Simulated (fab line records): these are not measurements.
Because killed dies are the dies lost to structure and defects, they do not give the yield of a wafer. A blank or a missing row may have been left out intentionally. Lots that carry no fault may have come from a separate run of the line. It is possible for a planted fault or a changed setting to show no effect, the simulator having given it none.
fab line records / flow n5_finfet
record: lots: 4 wafers: 12 last_day: 17
route steps=1938 shown SDB@353 DUMMY_REMOVAL@377 HKMG_FIN@385 PASSIVATION@1936
lots that met no fault: taken from a fault-free run of the same line
start_h: start of the lot's first displayed wafer, in hours after the record's first day / wait_h: hours since the lot's step before / " as in the row above / L1.1+2: a row that stands for several wafers / - value missing, or start not given / * or withheld: withheld / < > ~ a bound
route shown NAME@n: a module of which the file shows steps, and the number in the route of the first / usual: average and standard deviation across the fault-free wafers / same: alike in all rows / chamber/n: place in a boat / sites: each site's reading / _std_site: how widely they spread, as a standard deviation / _edge_site: mean of outer sites minus mean of inner sites / radius_mm: how far each site lies from the wafer's centre / mask NAME#n: copy n / behind: the tool/chamber that last shaped the wafer / hold: why the lot went on hold/how many hours it stayed there/how the hold came to an end / device: transistor that didn't switch, given as n, p or np / end of line: the tests these same wafers got at the end of their route / a step given without rows: its recipe and nothing more / killed: dies lost to structure and defects at the first sort, not the wafer's yield / map: dies across one wafer; x = killed, . = not, _ = none there
set.NAME: setting as actually run; set.NAME@STEP: the setting as run at that earlier step / model.NAME: the simulator's own value behind a step, which no gauge read
lots at some steps of the route; a table a step, a row a wafer
services: a tool's chamber out of use, with start hour (start_h, from the record's first day; less than 0 if before it), hours out, and reason
== steps ==
step: N5_SDB_EXPOSE_08
recipe: mask_id: SDB na: 1.35 source_shape: conventional sigma_outer: 0.5 polarization: unpolarized dose_mj: 49.6
step: N5_SDB_PEB_09
recipe: peb_temp_c: withheld peb_time_s: 60 resist: CAR-ArF
step: N5_SDB_DEVELOP_10
recipe: develop_time_s: 30 developer: TMAH resist: CAR-ArF rinse_liquid: diw dry: air_spin dev_temp_c: 23
step: N5_SDB_DESCUM_16
recipe: chemistry: O2 time_s: 7.9 source_power_w: 50 bias_power_w: 20 pressure_mtorr: 20 rf_frequency_hz: 2.712e+07 temp_c: 40 resist: CAR-ArF o2_flow_sccm: 225
step: N5_SDB_ETCH_17
recipe: chemistry: CF4 target: SiARC target_depth_a: 234 mask_material: CAR-ArF time_s: 39 ion_energy_ev: 80 pressure_mtorr: 40 source_w: 545 bias_w: 36 Ar_flow_sccm: 100 cf4_flow_sccm: 100 ends: cleared
step: N5_SDB_ETCH_18
recipe: chemistry: N2/H2 target: SOC target_depth_a: 1000 overetch_a: 200 mask_material: SiARC temp_c: 40 time_s: 150 ion_energy_ev: 200 pressure_mtorr: 30 source_w: 840 bias_w: 150 n2_flow_sccm: 200 h2_flow_sccm: 200
step: N5_SDB_STRIP_19
recipe: chemistry: N2/H2 temp_c: 40 n2_flow_sccm: 200 h2_flow_sccm: 200 rf_frequency_hz: 6e+07
step: N5_SDB_STRIP_21
recipe: chemistry: CF4 resist: SiARC power_w: 300 bias_power_w: 75 pressure_mtorr: 50 cf4_flow_sccm: 150 rf_frequency_hz: 6e+07
step: N5_SDB_HM_OPEN_20
recipe: chemistry: CH3F/O2 target: SiNx mask_material: SOC target_depth_a: 240 stop_on: poly-Si over_etch_frac: 0.4 ion_energy_ev: 120 pressure_mtorr: 30 source_w: 395 bias_w: 73 Ar_flow_sccm: 150 CH3F_flow_sccm: 30 O2_flow_sccm: 20
step: N5_SDB_STRIP_22
recipe: chemistry: N2/H2 power_w: 1000 temp_c: 250 h2_frac: 0.65 overash_fraction: 0.3 pressure_mtorr: withheld n2_flow_sccm: 1750 h2_flow_sccm: 3250
usual: drypump_motor_current_A: 5.6/0.42 heater_power_w: 336/37 oes_product_au: 0.714/0.005 strip_time_to_endpoint_s: 96.2/0.39
lot.wafer=L966.1 tool=plasma_asher-02 chamber=1 start_h=77.88 wait_h=0.1 drypump_motor_current_A=5.0 heater_power_w=300 oes_product_au=0.717 rf_hours_counter_h=34 strip_time_to_endpoint_s=96.0
lot.wafer=L966.2 tool=plasma_asher-02 chamber=0 start_h=77.88 wait_h=0.1 drypump_motor_current_A=5.9 heater_power_w=376 oes_product_au=0.718 rf_hours_counter_h=34 strip_time_to_endpoint_s=96.4
lot.wafer=L966.6 tool=plasma_asher-02 chamber=0 start_h=77.88 wait_h=0.1 drypump_motor_current_A=5.9 heater_power_w=391 oes_product_au=0.720 rf_hours_counter_h=- strip_time_to_endpoint_s=96.9
lot.wafer=L981.2 tool=plasma_asher-02 chamber=0 start_h=168.28 wait_h=0.1 drypump_motor_current_A=6.0 heater_power_w=391 oes_product_au=0.712 rf_hours_counter_h=52 strip_time_to_endpoint_s=96.1
lot.wafer=L981.4 tool=plasma_asher-02 chamber=0 start_h=168.28 wait_h=0.1 drypump_motor_current_A=6.0 heater_power_w=389 oes_product_au=0.712 rf_hours_counter_h=- strip_time_to_endpoint_s=96.2
lot.wafer=L981.5 tool=plasma_asher-02 chamber=1 start_h=168.28 wait_h=0.1 drypump_motor_current_A=4.9 heater_power_w=308 oes_product_au=0.707 rf_hours_counter_h=- strip_time_to_endpoint_s=96.8
lot.wafer=L983.3 tool=plasma_asher-02 chamber=1 start_h=177.44 wait_h=0.1 drypump_motor_current_A=5.0 heater_power_w=317 oes_product_au=0.720 rf_hours_counter_h=- strip_time_to_endpoint_s=96.4
lot.wafer=L983.4 tool=plasma_asher-02 chamber=0 start_h=177.44 wait_h=0.1 drypump_motor_current_A=5.9 heater_power_w=389 oes_product_au=0.714 rf_hours_counter_h=- strip_time_to_endpoint_s=96.2
lot.wafer=L983.6 tool=plasma_asher-02 chamber=0 start_h=177.44 wait_h=0.1 drypump_motor_current_A=5.9 heater_power_w=392 oes_product_au=0.719 rf_hours_counter_h=- strip_time_to_endpoint_s=96.1
lot.wafer=L986.4 tool=plasma_asher-01 chamber=1 start_h=199.85 wait_h=0.1 drypump_motor_current_A=5.9 heater_power_w=335 oes_product_au=0.717 rf_hours_counter_h=- strip_time_to_endpoint_s=96.1
lot.wafer=L986.5 tool=plasma_asher-01 chamber=0 start_h=199.85 wait_h=0.1 drypump_motor_current_A=5.6 heater_power_w=292 oes_product_au=0.715 rf_hours_counter_h=- strip_time_to_endpoint_s=95.9
lot.wafer=L986.6 tool=plasma_asher-01 chamber=1 start_h=199.85 wait_h=0.1 drypump_motor_current_A=5.9 heater_power_w=323 oes_product_au=0.719 rf_hours_counter_h=- strip_time_to_endpoint_s=95.9
step: N5_SDB_PRECLEAN_23
recipe: chemistry: dHF time_s: 30 temp_c: 25 dilution: withheld
step: N5_SDB_DUMMY_REMOVE_24
recipe: chemistry: TMAH temp_c: 70 target: poly-Si stop_on: SiO2 target_depth_nm: 142 conc_wt_pct: 5 time_s: 57 dry: ipa_marangoni rinse_time_s: 30 rinse_temp_c: 23
step: N5_SDB_ETCH_25
recipe: chemistry: C4F6/O2 target: SiO2 target_depth_a: 100 time_s: 3.3 ion_energy_ev: 250 mask_material: SiNx pressure_mtorr: 30 source_w: 345 bias_w: 185 Ar_flow_sccm: 300 C4F6_flow_sccm: 10 O2_flow_sccm: 10
step: N5_SDB_CUT_ETCH_26
recipe: chemistry: HBr/Cl2/O2 target: Si target_depth_a: 1296 bt_time_s: 20 mask_material: SiNx time_s: 51.8 ion_energy_ev: * bias_w: * pressure_mtorr: 10 icp_w: 800 HBr_flow_sccm: 150 Cl2_flow_sccm: 80 O2_flow_sccm: 12
step: N5_SDB_PRECLEAN_38
recipe: chemistry: dHF time_s: 10 dilution: 750:1 temp_c: 25
step: N5_SDB_PRECLEAN_39
recipe: chemistry: O3/DIW time_s: 45 temp_c: 22 o3_ppm: 10
step: N5_SDB_SRD_28
recipe: dry: ipa_marangoni time_s: 30 temp_c: 23 rinse_liquid: diw
step: N5_SDB_ALD_29
recipe: material: SiNx target_thk_a: 300 temp_c: 400 ald_precursor_family: SiH2I2 ald_co_reactant: N2/H2-plasma pulse_time_s: 1 ald_cycles: 600 purge_time_s: 2 co_reactant_purge_time_s: 2 pressure_torr: 2
step: N5_SDB_CMP_30
recipe: stop_on: poly-Si t_overpolish_s: 1.54 post_cmp_clean: alkaline_brush down_force_psi: 4.1491 platen_rpm: 51.796 pad_velocity_m_s: 1.0306 target_thk_nm: 30
step: N5_DUMMY_REMOVAL_HM_STRIP_01
recipe: chemistry: CH3F/O2 material: SiNx target_depth_a: 40 stop_on: poly-Si time_s: 6.8 over_etch_frac: 0.3 ion_energy_ev: 60 power_w: 410 bias_w: 29 Ar_flow_sccm: 150 CH3F_flow_sccm: 30 O2_flow_sccm: 20
step: N5_DUMMY_REMOVAL_STRIP_10
recipe: chemistry: N2/H2 time_s: 40 power_w: 100 temp_c: 40 pressure_mtorr: 100 rf_frequency_hz: 6e+07 bias_power_w: 3 n2_flow_sccm: 300 h2_flow_sccm: 300
step: N5_DUMMY_REMOVAL_PRECLEAN_07
recipe: chemistry: dHF time_s: 30 temp_c: 25 dilution: withheld
step: N5_DUMMY_REMOVAL_DUMMY_REMOVE_02
recipe: chemistry: TMAH temp_c: 70 target: poly-Si stop_on: SiO2 target_depth_nm: 142 conc_wt_pct: 5 time_s: 57 dry: ipa_marangoni rinse_time_s: 30 rinse_temp_c: 23
step: N5_DUMMY_REMOVAL_PRECLEAN_08
recipe: chemistry: NF3:NH3 afs_cycles: 2 temp_c: 30 time_s: 20 sublimation_temp_c: 180 sublimation_time_s: 60 pressure_torr: 3 rf_power_w: 30
step: N5_DUMMY_REMOVAL_PRECLEAN_04
recipe: chemistry: DHF time_s: 37 temp_c: 25 dilution: 500:1
step: N5_DUMMY_REMOVAL_SRD_05
recipe: dry: ipa_marangoni do_ppb: 5 time_s: 30 temp_c: 23 rinse_liquid: diw
step: N5_HKMG_FIN_IL_REGROW_00
recipe: material: SiO2 target_thk_a: 7.5 chemistry: O3 temp_c: withheld time_s: 30
step: N5_HKMG_FIN_HK_ALD_01
recipe: material: HfO2 target_thk_a: 16 temp_c: withheld ald_precursor_family: HfCl4 ald_co_reactant: H2O pulse_time_s: 3 purge_time_s: 3 co_reactant_purge_time_s: 2.5 co_reactant_pulse_time_s: 0.3 ald_cycles: 30
step: N5_HKMG_FIN_HK_ANNEAL_02
recipe: temp_c: 700 time_s: 30 ambient: N2 idle_temp_c: 600 ramp_up_c_per_s: 150 ramp_down_c_per_s: 60 cool_to_c: 600
step: N5_HKMG_FIN_ALD_74
recipe: material: La2O3 target_thk_a: 5 temp_c: 250 ald_precursor_family: La-Cp ald_co_reactant: O3 pulse_time_s: 6 co_reactant_pulse_time_s: 1 purge_time_s: 3 co_reactant_purge_time_s: 3
step: N5_HKMG_FIN_ALD_75
recipe: material: Al2O3 target_thk_a: 10 temp_c: 150 ald_precursor_family: TMA ald_co_reactant: H2O pulse_time_s: withheld co_reactant_pulse_time_s: 1
step: N5_HKMG_FIN_COAT_41
recipe: resist: SOC temp_c: 250 time_s: 60 spin_rpm: 1500 resist_thk_nm: 300
step: N5_HKMG_FIN_COAT_42
recipe: resist: SiARC temp_c: 220 time_s: 60 spin_rpm: 1500 resist_thk_nm: 35
step: N5_HKMG_FIN_COAT_43
recipe: resist: CAR-ArF spin_rpm: 1500 resist_thk_nm: 90
step: N5_HKMG_FIN_EBR_45
recipe: solvent: PGMEA ebr_width_mm: 1.5
step: N5_HKMG_FIN_SOFTBAKE_44
recipe: temp_c: 110 time_s: 60 resist: CAR-ArF
step: N5_PASSIVATION_PROBE_49
usual: defect_limited_yield: 91.4/1.5 killed_at_M0_to_M3: 35/11 killed_at_M4_up: 16/7 killed_at_contacts: 11/5.3 killed_at_front_end: 37/11 killed_at_other: 3.1/2.8 killed_dies: 102/18 killed_on_rim: 13/3.7 killed_open: 69/15 killed_short: 31/7.8 sort_bin_5_function: 5.1/1.1 sort_bin_6_memory: 3.2/0.69 sort_n_pass: 1078/18 sort_yield_pct: 91.4/1.5
same: gross_dies: 1180 killed_at_back_side: 0 sort_bin_4_leakage[%]: 0 sort_bin_8_speed[%]: 0
lot.wafer=L983.3 tool=prober-02 chamber=- start_h=382.52 wait_h=0.1 defect_limited_yield[%]=83.6 killed_at_M0_to_M3=30 killed_at_M4_up=7 killed_at_contacts=19 killed_at_front_end=137 killed_at_other=0 killed_dies=193 killed_on_rim=26 killed_open=68 killed_short=27 sort_bin_5_function[%]=10.2 sort_bin_6_memory[%]=3.8 sort_n_pass=987 sort_yield_pct[%]=83.6
lot.wafer=L981.5 tool=prober-02 chamber=- start_h=383.39 wait_h=0.2 defect_limited_yield[%]=83.0 killed_at_M0_to_M3=33 killed_at_M4_up=16 killed_at_contacts=4 killed_at_front_end=147 killed_at_other=1 killed_dies=201 killed_on_rim=21 killed_open=68 killed_short=19 sort_bin_5_function[%]=10.2 sort_bin_6_memory[%]=3.8 sort_n_pass=979 sort_yield_pct[%]=83.0
killed by level:class
L983.3 SDB:unspecified=97 MOL_CONTACT_COAG:geometric_particle:open=17 STI_FIN_REVEAL:geometric_particle:open=15 BEOL_M0_SAQP:geometric_particle:short=9 BEOL_M1:geometric_particle:open=7 BEOL_M3:geometric_particle:open=7 ILD0:geometric_particle:short=4 GATE_CUT:geometric_particle:open=4
L981.5 SDB:unspecified=113 BEOL_M1:geometric_particle:open=12 BEOL_M2:geometric_particle:open=8 FIN_SAQP:geometric_particle:open=7 BEOL_M4:geometric_particle:open=7 FIN_SAQP:geometric_particle:short=6 STI_FIN_REVEAL:geometric_particle:open=5 DUMMY_GATE:geometric_particle:open=5
map L981.5 (x killed, . not)
_________________............________________
______________........x..x......_____________
___________.....x...x......x.......__________
__________........x................._________
________.....x.....x.....x.....x......_______
_______x...x.....................x.....______
______...............x.................._____
_____....x.x.....x...x..........x.....x..____
____.......................x..............___
___.x...x...x.............x................__
___....................x...................__
__.....x................x.......x........x.._
__..................x......x................_
_...x.x...x..............x..x.......x.x......
_.....x...................x..............x...
_x................x.......x.......x.x........
_......x................x....................
_.x...x..........x...........................
_.....x.....xx..x...........x.....x..........
_...............x...................x..x.....
_.............x.......x...........x.x........
__......................x.................x._
__.................x.......x....x...x......._
___...x..........x.........................__
___...............x.............x..........__
____............x..xxxxxxx......x.........___
_____......x.x.xxxxxxx.xxxxx.............____
______.......xx.xxxxxxxxxxxx.x....x....._____
_______..x...xxxxxxxxxxxxxxx.xx........______
________.....x.xxxxxxxxxxx.x.........._______
__________x..xxxxxxxxxxxxxxxx.x....._________
___________.x.xxxxxxxxxxxxx....x...__________
______________xxxxxxxxxxxxx.x..._____________
_________________xxxxxxxxx...________________
map L983.3 (x killed, . not)
_________________..x.....x...________________
______________...x.....x..x.xx.._____________
___________....x........x....x..x..__________
__________....x...x...x.......xx.x.x_________
________.......x.x...................._______
_______.......................x....x...______
______............x..................x.._____
_____.....x.................x............____
____x.......x.........x..x.....xx........x___
___.......x..................x.........x...__
___..x................x......x.............__
__.........x...........x...x.xx.....x......._
__....x.........x.x....x..........x........._
_....x..x...........x........................
_....................................x.......
_.....x..........x.........x.....x...........
_...............xxx......x...........x.......
_.....................x.x.x.........xx.......
_.....x.x..........x.x......................x
_......................x.....................
_....x..................x.....x..............
__..............................x..........._
__............x.............x..............._
___.x......................................__
___......x..........x...........x.......x..__
____........x....x.xxx....................___
_____...xx......xxxxxxx.x...x............____
______...x.......xxxxxxxx..x............_____
_______.....x.xxxxxxxxxx.xxx...........______
________.....xxxxxxxxxxxxxxxx.x..x...._______
__________.x..xxxxxxxxxxxx.........x_________
___________...xxxxxxxxxxxxxx.......__________
______________xxxxxxxxxxxxx....._____________
_________________xxxxxxx.xx..________________
== services ==
tool=plasma_asher-01 chamber=- start_h=105.82 hours=1.8 kind=repair
== key ==
first_sign: step: N5_PASSIVATION_PROBE_49 reading: killed_at_front_end direction: up sigmas: 9.6 usual: 37 struck: 142
effect: step: N5_PASSIVATION_PROBE_49 reading: defect_limited_yield direction: down sigmas: 5.2 usual: 91.4 struck: 83.3
more_kills_born_at: N5_SDB_STRIP_22@plasma_asher-02: 210
met_at N5_SDB_STRIP_22
struck_wafers L981.5,L983.3
onset_between 77.88 168.28
fault: kind: chamber_particle_source tool: plasma_asher-02 chamber: 1 onset_h: 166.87 steps: N5_SDB_STRIP_22 rate_per_visit_cm2: 1.0565 end_h: 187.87
